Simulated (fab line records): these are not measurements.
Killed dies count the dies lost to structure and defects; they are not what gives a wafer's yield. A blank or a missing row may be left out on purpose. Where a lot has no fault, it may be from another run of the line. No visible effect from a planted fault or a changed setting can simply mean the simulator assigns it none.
Lot-split experiment + flow n5 finfet + 7 lots, 21 wafers read, on a route of 1938 steps

== THE SPLIT ITSELF ==
At N5_BEOL_M10_ETCH_41 (etches SiCN in CH3F/O2, target depth 42.6 nm, time 86 s), the setting source w was moved away from the recipe's 395 W on 11 of the 21 wafers read, by -13.8% to +16.4%. All remaining wafers had this setting at the recipe value.

The split's own step is where the reading is taken.

== THE READING ==
rf vpp V, in V, at N5_BEOL_M10_ETCH_41 (etches SiCN in CH3F/O2, target depth 42.6 nm, time 86 s). Typical for fault-free wafers on this fab line: 297.9 V, with standard deviation 1.8 V.

| wafer  | tool, chamber at the split | source w as run, W | against the recipe | rf vpp V, V | against lot-mates on the recipe |
|--------|----------------------------|--------------------|--------------------|-------------|---------------------------------|
| L074.2 | rie diel-01, 3             | 443.9              | +12.4%             | 286.4       | -13.2                           |
| L074.3 | rie diel-01, 2             | 443.9              | +12.4%             | 289.7       | -9.9                            |
| L074.4 | rie diel-01, 1             | 395                | recipe             | 299.6       | -                               |
| L085.2 | rie diel-03, 0             | 459.6              | +16.4%             | 281.7       | -16.6                           |
| L085.3 | rie diel-03, 3             | 395                | recipe             | 297.9       | -                               |
| L085.4 | rie diel-03, 2             | 395                | recipe             | 298.6       | -                               |
| L086.1 | rie diel-05, 2             | 340.4              | -13.8%             | 310.5       | no lot-mate on the recipe       |
| L086.4 | rie diel-05, 0             | 340.4              | -13.8%             | 311.9       | no lot-mate on the recipe       |
| L086.6 | rie diel-05, 1             | 340.4              | -13.8%             | 310.8       | no lot-mate on the recipe       |
| L088.3 | rie diel-03, 0             | 395                | recipe             | 295.9       | -                               |
| L088.4 | rie diel-03, 2             | 374.5              | -5.2%              | 303.9       | +8.0                            |
| L088.5 | rie diel-03, 1             | 374.5              | -5.2%              | 304.1       | +8.2                            |
| L092.3 | rie diel-03, 0             | 340.6              | -13.8%             | 309.3       | +12.6                           |
| L092.5 | rie diel-03, 0             | 395                | recipe             | 294.9       | -                               |
| L092.6 | rie diel-03, 3             | 395                | recipe             | 298.5       | -                               |
| L091.1 | rie diel-01, 1             | 395                | recipe             | 297.3       | -                               |
| L091.4 | rie diel-01, 0             | 395                | recipe             | 296.6       | -                               |
| L091.5 | rie diel-01, 3             | 395                | recipe             | 297.4       | -                               |
| L095.2 | rie diel-05, 1             | 395                | recipe             | 295.4       | -                               |
| L095.3 | rie diel-05, 2             | 451.7              | +14.4%             | 283.3       | -12.1                           |
| L095.5 | rie diel-05, 2             | 451.7              | +14.4%             | 283.4       | -12.0                           |

FIT RESULTS
A straight line over all 21 wafers: rf vpp V changes by -0.938 V for each +1% of source w; r = -0.99; the points scatter about the line by 1.5 V.
The same after taking each lot's own level away (the mean of its wafers on the recipe; 18 wafers): -0.962 V for each +1%; r = -0.98; scatter 1.5 V.
Per that fit: largest source w move, reading shift of 16 V.
The lots' own levels span 295.40 to 299.60 V, that is 2.3 times the standard deviation above.
Consequently the slope shifts little with the lot-to-lot level, the two slopes agreeing.
Check: for one of the wafers moved furthest among these (+16.4%), held out of the fit, the line's prediction against its lot-mates is -14.8 V. It came out at -16.6 V against them.
Tool readings at the split's step, against how far the setting was moved: rf vpp V r = -0.99.

== THESE WAFERS: OTHER SPLITS ==
Note: prior to the reading, these wafers also went through further splits. Each is held against what the fit with the lots' levels taken away leaves over:
| other split on the same wafers | wafers away from the commonest value | r with rf vpp V (lot level and that fit taken away) |
|--------------------------------|--------------------------------------|-----------------------------------------------------|
| N5_BEOL_M8_ETCH_62 time s      | 7                                    | -0.38                                               |
| N5_BEOL_M9_DESCUM_16 time s    | 8                                    | -0.07                                               |
| N5_BEOL_M10_COAT_63 spin rpm   | 5                                    | +0.39                                               |
| N5_BEOL_M10_COAT_22 spin rpm   | 6                                    | -0.28                                               |
| N5_BEOL_M10_VIA_ETCH_34 bias w | 10                                   | +0.03                                               |

== FILE'S OWN FIT ==
rf vpp V changes by -0.951 V for each +1% of source w, r = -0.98.
